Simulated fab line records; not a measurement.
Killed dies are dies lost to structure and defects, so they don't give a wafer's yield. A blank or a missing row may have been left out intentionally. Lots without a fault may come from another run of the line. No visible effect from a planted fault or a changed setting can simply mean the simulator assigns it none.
Problem report in the 8D (eight disciplines) form, filled by code + flow n5-finfet + the parts of the form that need people (team, actions taken, sign-off) are left out

== 1. WHAT IS WRONG ==
Wafers free of any fault read 0.1 nm (standard deviation 0.74) for V10_OVL at N5_BEOL_M11_OVL_MEAS_29, against a mean of 9.0 nm on 6 wafers of 2 lots. That is +12 standard deviations from the usual mean.
The first sign was on wafer L121.1 at day 13 11:35, on overlay-02. Wafers with a number at this step in the record: 30, from 10 lots. Rule for "out" (also "out of limits"): further than 4 standard deviations from the usual mean. The other wafers with a number count as sound.

== 2. WHAT IT IS AND WHAT IT IS NOT ==
| question                    | is                     | is not                                                                                 |
|-----------------------------|------------------------|----------------------------------------------------------------------------------------|
| which readings at this step | V10_OVL                | -                                                                                      |
| which lots                  | L121, L125             | L114, L115, L116, L119, L120, L128, L130, L132                                         |
| which wafers of those lots  | all that have a number | -                                                                                      |
| read on which gauges        | overlay-02             | overlay-01                                                                             |
| when                        | from day 13 11:35      | up to then (12 sound wafers); but 12 sound wafers of L120, L128, L130, L132 came after |

== 3. THE SUSPECTS, EACH WITH WHAT RULES IT OUT ==
Counting: a tool stays on the suspect list if, at a process step up to the reading, it processed all lots that are out and no sound lot following the first of them.
- the gauge at N5_BEOL_M11_OVL_MEAS_29: kept. All the wafers that are out were read on overlay-02, and no step on other tools shows them out.
- arfi-scanner-01 at N5_BEOL_M11_EXPOSE_25 (exposes mask V10): kept. It processed each lot that is out, first L121 at day 13 11:25, and no sound lot thereafter; up to then, the last sound lot it processed was L115 at day 11 17:24.
The count leaves overlay-02 at N5_BEOL_M11_OVL_MEAS_29 and arfi-scanner-01 at N5_BEOL_M11_EXPOSE_25.

== 4. THE CAUSE (what the simulator had put in) ==
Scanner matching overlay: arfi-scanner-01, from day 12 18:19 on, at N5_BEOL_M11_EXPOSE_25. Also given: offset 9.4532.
2 suspects survive the count, and this tool is in that group.

== 5. THE EFFECT CHAIN, in route order ==
Each row: a reading where the mean over the struck wafers with a number is more than 3 standard deviations away from the usual. Scope: only readings with a usual standard deviation given in the record; hours: median across lots of the time from each lot's start at the first step in this table that gives one to its start at this step; sigmas: change in usual standard deviations.
| hours | step                    | reading | usual  | on struck wafers | change | sigmas |
|-------|-------------------------|---------|--------|------------------|--------|--------|
| 0     | N5_BEOL_M11_OVL_MEAS_29 | V10_OVL | 0.1 nm | 9.0              | +8.9   | +12    |

== 6. WHAT WOULD HAVE CAUGHT IT SOONER ==
In this record the first reading out of limits at a measuring or inspecting step was taken at day 13 11:35, 17 hours after the fault began at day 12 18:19.
Tool readings at N5_BEOL_M11_EXPOSE_25 with a usual standard deviation given in the record: none out on any struck wafer, hence no alarm at a limit of 4 standard deviations on them.
Of the lots that are out (2), L125 began N5_BEOL_M11_EXPOSE_25 on arfi-scanner-01 after day 13 11:35. It would have been spared by a hold on the tool at that moment.
